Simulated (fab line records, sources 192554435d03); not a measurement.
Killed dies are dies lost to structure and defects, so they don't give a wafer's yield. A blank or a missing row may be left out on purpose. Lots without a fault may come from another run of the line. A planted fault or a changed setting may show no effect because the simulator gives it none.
Which tool did it? | flow n5_finfet | 8 lots, 24 wafers sampled, at 5 steps of a route of 1938

WHAT THE GAUGES READ, wafer by wafer
N5_BEOL_M4_RC_MEAS_101.
lot  | measured     | on        | DIBL_N (mV/V)
L810 | day 8 11:39  | prober-02 | 35.8 35.9 38.0
L811 | day 8 13:38  | prober-02 | 36.3 37.3 37.1
L813 | day 9 08:32  | prober-01 | 37.3 36.5 34.3
L815 | day 9 21:27  | prober-02 | 34.3 33.2 35.8
L816 | day 10 04:14 | prober-01 | 37.7 35.6 35.2
L827 | day 14 05:20 | prober-02 | 35.7 35.1 36.1
L829 | day 13 06:59 | prober-02 | 33.0 38.4 35.4
L830 | day 14 11:01 | prober-02 | 33.9 35.4 34.7

WHICH TOOL RAN EACH LOT (tool, then ch and the chambers of the sampled wafers, then the start)
lot  | N5_GATE_CUT_STRIP_59               | N5_GATE_CUT_PECVD_57            | N5_GATE_CUT_ETCH_36                | N5_GATE_CUT_ETCH_19
L810 | rie_diel-05 ch 0,2,3, day 4 21:26  | pecvd-02 ch 1,2, day 5 00:05    | rie_diel-05 ch 1,2,3, day 5 01:08  | rie_diel-05 ch 1,2,3, day 5 01:22
L811 | rie_diel-04 ch 1,2,3, day 5 02:14  | pecvd-02 ch 1,2, day 5 04:51    | rie_diel-03 ch 0,1,3, day 5 05:46  | rie_diel-03 ch 0,1,3, day 5 06:00
L813 | rie_diel-04 ch 1,2,3, day 5 14:10  | pecvd-01 ch 0,1,2, day 5 16:34  | rie_diel-05 ch 1,2,3, day 5 17:29  | rie_diel-05 ch 1,2,3, day 5 17:43
L815 | rie_diel-05 ch 0,1,3, day 6 05:18  | pecvd-03 ch 0,1, day 6 07:43    | rie_diel-05 ch 0,3, day 6 08:45    | rie_diel-05 ch 0,3, day 6 08:59
L816 | rie_diel-05 ch 0,2,3, day 6 10:17  | pecvd-02 ch 0,2, day 6 12:41    | rie_diel-05 ch 2,3, day 6 14:14    | rie_diel-05 ch 2,3, day 6 14:28
L827 | rie_diel-03 ch 0,1,3, day 9 06:51  | pecvd-03 ch 0,1,2, day 9 09:16  | rie_diel-05 ch 0,2,3, day 9 10:14  | rie_diel-05 ch 0,2,3, day 9 10:28
L829 | rie_diel-04 ch 1,2,3, day 9 17:20  | pecvd-03 ch 1,2, day 9 20:17    | rie_diel-05 ch 0,1,2, day 9 21:31  | rie_diel-05 ch 0,1,2, day 9 21:45
L830 | rie_diel-04 ch 0,1,3, day 10 00:01 | pecvd-02 ch 0,1,2, day 10 02:34 | rie_diel-05 ch 0,2,3, day 10 04:07 | rie_diel-05 ch 0,2,3, day 10 04:22
- N5_GATE_CUT_STRIP_59: strips in N2/H2, time 20 s.
- N5_GATE_CUT_PECVD_57: deposits SiNx from SiH4/NH3/N2, target thk 21 nm.
- N5_GATE_CUT_ETCH_36: etches SiARC in CF4, target depth 13 nm, time 21.7 s.
- N5_GATE_CUT_ETCH_19: etches SiNx in CH3F/O2, target depth 53.7 nm, time 76.7 s.

THE ANSWER, worked out from the rows above alone
Rule: what is usual is taken from the lots themselves. Put in order of their means at a reading, lots are off if they are a third of the lots or fewer, leave a main group of 4 or more, and stand apart from it by a gap of 3 or more times the standard deviation of the main group's means; of several such gaps the widest counts. A main group whose means are all the same, to the digits that the tables above print for the reading, isn't used. A lot without any number at a reading at which 4 lots or more have one is off too. The other lots that the step has rows for count as sound.
No lot is off at any reading shown: from this, nothing can be told.

WHAT THE SIMULATOR HAD PUT IN
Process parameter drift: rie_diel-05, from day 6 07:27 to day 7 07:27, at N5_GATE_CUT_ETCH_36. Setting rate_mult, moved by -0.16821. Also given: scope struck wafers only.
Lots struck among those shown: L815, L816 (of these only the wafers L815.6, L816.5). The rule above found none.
